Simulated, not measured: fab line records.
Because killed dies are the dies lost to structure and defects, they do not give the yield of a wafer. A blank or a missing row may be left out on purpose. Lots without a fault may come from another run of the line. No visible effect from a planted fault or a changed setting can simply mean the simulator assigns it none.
A struck lot beside a sound one :: flow nandHarc :: 27 steps out of a route of 1159
Sound: wafers L572.2, L572.4, L572.6. Struck: wafers L566.3, L566.6. (L566.1 of the same lot was not struck and is left out.) The cause comes at the end.
Order at every step that has rows: each side's tool, ch and its chambers, its first start. Under that, the readings that differ: sound wafers :: struck wafers :: difference of the means :: sigmas: that difference in standard deviations of wafers without a fault.
alike: words and numbers the same on both sides, and readings whose means are apart by under 2 such deviations; not compared: readings that were withheld, readings missing a value for some wafer, numbers with overlapping values and no deviation given by the record, and bounds like >300 which may hide the same value.
The two part at a step that has a row with sigmas, a row that says differs or no value, or rows on one side only. Non-overlapping numbers with no deviation appear without sigmas and do not part them. A reading missing from all wafers of one side parts the sides only when that side holds two or more wafers.

first, 2 steps without rows for these wafers: NHARC_P_M1_DEGAS_29 (time 60 s); NHARC_P_M1_PRE_CLEAN_30 (time 30 s).
NHARC_P_M1_PVD_20: deposits TaN, target thk 5 nm, time 8.06 s.
  sound on pvdSputter-01; struck on pvdSputter-01
  alike: substrateTempC, throttleValvePct
NHARC_P_M1_PVD_21: deposits Cu, target thk 30 nm, time 20.49 s.
  sound on pvdSputter-01; struck on pvdSputter-01
  alike: substrateTempC, throttleValvePct
then, 2 steps without rows for these wafers: NHARC_P_M1_ECD_22 (material Cu, target thk 400 nm); NHARC_P_M1_ANNEAL_31 (time 90 s).
NHARC_P_M1_CMP_23: polishes, t overpolish 20 s, target thk 157.82 nm.
  sound on cmp-02 ch 0,3, day 11 01:26; struck on cmp-01 ch 0,2, day 10 00:56
  alike: motorCurrentA, timeToEndpointS
NHARC_P_M1_THK_MEAS_24: measures by xrf.
  sound: filmMetro-01 at day 11 01:45; struck: filmMetro-01 at day 10 01:15
  alike: thkNm
next, for these wafers, 1 step has no rows: NHARC_P_M1_SRD_25.
NHARC_P_M1_INSPECT_27:
  sound: defectInspect-02 at day 11 01:54; struck: defectInspect-01 at day 10 01:25
  alike: rawDefectCount
NHARC_P_M1_PRE_CLEAN_32: time 12 s.
  sound on pecvd-04 ch 1,2, day 11 01:58; struck on pecvd-03 ch 2, day 10 01:29
  alike: heaterPowerW, rfFwdPowerW
NHARC_P_M1_DEP_33: deposits SiCN, target thk 30 nm.
  sound on pecvd-04 ch 1,2, day 11 02:03; struck on pecvd-03 ch 2, day 10 01:36
  alike: heaterPowerW, rfFwdPowerW
then, 10 steps without rows for these wafers: NHARC_P_M2_DEP_00 (deposits SiOC, target thk 182.5 nm); NHARC_P_M2_DEHYDRATE_01 (time 120 s); NHARC_P_M2_HMDS_02 (time 30 s); NHARC_P_M2_COAT_34 (time 65 s); NHARC_P_M2_COAT_03 (resist thk 90 nm); NHARC_P_M2_SOFTBAKE_04 (time 55 s); NHARC_P_M2_EBR_05; NHARC_P_M2_EXPOSE_06 (exposes mask P M2, target cd 170 nm); NHARC_P_M2_PEB_07 (peb time 65 s); NHARC_P_M2_DEVELOP_08 (develop time 35 s).
NHARC_P_M2_CD_MEAS_09 targets a cd of 170 nm.
  sound on cdSem-03 ch 0, day 11 03:12; struck on cdSem-03 ch 0, day 10 02:49
  alike: cdNm
NHARC_P_M2_OVL_MEAS_10: pitch 340 nm.
  sound: overlay-02 at day 11 03:17; struck: overlay-02 at day 10 02:55
  alike: overlayXNm, overlayYNm
NHARC_P_M2_INSPECT_11:
  sound: defectInspect-02 at day 11 03:19; struck: defectInspect-01 at day 10 02:57
reading: rawDefectCount
sound: 4 6 7
struck: 612 598
difference: +599
sigmas: +99 or more
NHARC_P_M2_DESCUM_14: chemistry O2, time 3 s.
  sound on rieDiel-11 ch 0,3, day 11 03:35; struck on rieDiel-11 ch 1,2, day 10 03:01
  alike: drypumpMotorCurrentA, oesProductAu, rfVppV, showerheadPlenumPTorr, throttleValvePct
  not compared: rfHoursCounterH
-- jump in the record: it breaks off in module P_M2 and resumes in module END (first step shown: number 1159 of the route), and 14 days separate the struck wafers' starts before and after --
NHARC_END_SORT_01:
  sound on prober-01 ch 0, day 24 10:26; struck on prober-01 ch 0, day 24 03:22
reading: defectLimitedYield (%)
sound: 97.3 97.2 96.5
struck: 82.4 85.2
difference: -13.2
sigmas: -11

reading: killedAtPeriphery
sound: 4 3 5
struck: 97 85
difference: +87
sigmas: +38

reading: killedDies
sound: 18 19 24
struck: 119 100
difference: +89
sigmas: +11

reading: sort_bin_2_pct (%)
sound: 0.6 0.3 1.0
struck: 8.7 6.2
difference: +6.8
sigmas: +13

reading: sort_bin_3_pct (%)
sound: 0.44 0.30 0.15
struck: 2.66 3.55
difference: +2.81
sigmas: +14

reading: sort_bin_4_pct (%)
sound: 1.6 2.2 2.4
struck: 6.2 5.0
difference: +3.5
sigmas: +5

reading: sortNPass
sound: 659 658 653
struck: 558 577
difference: -89
sigmas: -11

reading: sortYieldPct (%)
sound: 97.3 97.2 96.5
struck: 82.4 85.2
difference: -13.2
sigmas: -11
  alike: killedAtArray, killedAtOther, killedOpen, killedShort, sortRimYieldPct

== WHERE THEY PART ==
First at NHARC_P_M2_INSPECT_11; last, within this record, at NHARC_END_SORT_01.

WHY: the cause the simulator had injected
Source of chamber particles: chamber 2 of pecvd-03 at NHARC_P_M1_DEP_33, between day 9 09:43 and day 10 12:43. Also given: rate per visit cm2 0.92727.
